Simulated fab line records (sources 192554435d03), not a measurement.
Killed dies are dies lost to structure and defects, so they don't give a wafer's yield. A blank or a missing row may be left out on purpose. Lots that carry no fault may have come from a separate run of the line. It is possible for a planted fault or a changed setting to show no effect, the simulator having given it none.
8D (eight disciplines) problem report, filled in by code / flow n5Finfet / the parts of the form that need people (team, actions taken, sign-off) are left out

1. PROBLEM STATEMENT
Mean of timeToEndpointS at N5_BEOL_M3_CMP_52: 39 s over 2 wafers from 1 lot, against 61 s (standard deviation 3.6) on wafers with no fault. Measured from the usual mean, that is -6.1 standard deviations.
The step: polishes, stops on SiOC, t overpolish 6.8 s, target thk 40 nm.
Earliest sighting: wafer L780.1 on cmp-04 at day 13 03:06. The record holds 29 wafers of 10 lots with a number at this step. Rule for "out", or "out of limits": more than 4 standard deviations from the usual mean. The other wafers with a number count as sound.

2. WHAT IT IS AND WHAT IT IS NOT
question=which readings at this step | is=timeToEndpointS | is not=motorCurrentA, platenRpm
question=which lots | is=L780 | is not=L761, L762, L764, L767, L769, L770, L771, L772, L783
question=which wafers of those lots | is=all that have a number | is not=-
question=read on which tools | is=cmp-04 | is not=cmp-01, cmp-02
question=when | is=from day 13 03:06 | is not=up to then (24 sound wafers); but 3 sound wafers of L783 came after

3. THE SUSPECTS, EACH WITH WHAT RULES IT OUT
Counting: a tool at any process step up to the reading remains a suspect when it ran all the lots that are out and ran no sound lot after the first of those.
- pvdSputter-03 at N5_BEOL_M3_SPUTTER_92 (material Cu, target thk 4.5 nm, time 8.29 s): ruled out as a lasting fault. After its first lot that is out, L780 (day 13 01:45), sound lots L783 ran on it.
- ecdCu-01 at N5_BEOL_M3_ECD_50 (material Cu, target thk 300 nm): kept. It ran the lot that is out, L780 (day 13 02:19), and no sound lot after that; its last sound lot up to then is L772 (day 10 04:28).
- cmp-04 at N5_BEOL_M3_CMP_52 (polishes, stops on SiOC, t overpolish 6.8 s, target thk 40 nm): kept. It ran the lot that is out, L780 (day 13 03:06), and no sound lot after that; its last sound lot up to then is L772 (day 10 04:50). Its own timeToEndpointS readings are out on those wafers.
The count leaves cmp-04 at N5_BEOL_M3_CMP_52 and ecdCu-01 at N5_BEOL_M3_ECD_50.

4. THE CAUSE (what the simulator had put in)
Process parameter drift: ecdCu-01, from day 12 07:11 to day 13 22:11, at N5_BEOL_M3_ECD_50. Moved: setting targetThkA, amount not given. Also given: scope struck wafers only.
After counting, 2 suspects remain, this tool included.

5. THE EFFECT CHAIN, in route order
One row per reading whose mean, taken over the struck wafers that have a number, lies over 3 standard deviations from the usual. Readings are gone through only where the record gives a usual standard deviation; hours: the median, over the lots, of the time from a lot's start at the first step in this table giving one to that lot's start at this step; sigmas: the change measured in usual standard deviations.
hours=0; step=N5_BEOL_M3_CMP_52; reading=timeToEndpointS; usual=61 s; on struck wafers=39; change=-22; sigmas=-6.1
The process steps in it:
- N5_BEOL_M3_CMP_52: polishes, stops on SiOC, t overpolish 6.8 s, target thk 40 nm.
Later measuring or inspecting steps at which every struck wafer that the step has a row for has a number for every such reading, and none has moved that far: N5_BEOL_M4_RC_MEAS_101.

6. HOW IT WOULD HAVE BEEN CAUGHT EARLIER
In this record the first reading out of limits was taken at day 13 03:06, 20 hours after the fault began at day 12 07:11.
The start of N5_BEOL_M3_ECD_50 on ecdCu-01 came by day 13 03:06 for every one of the lots that are out (1). Holding the tool at that point would not have protected any of them.
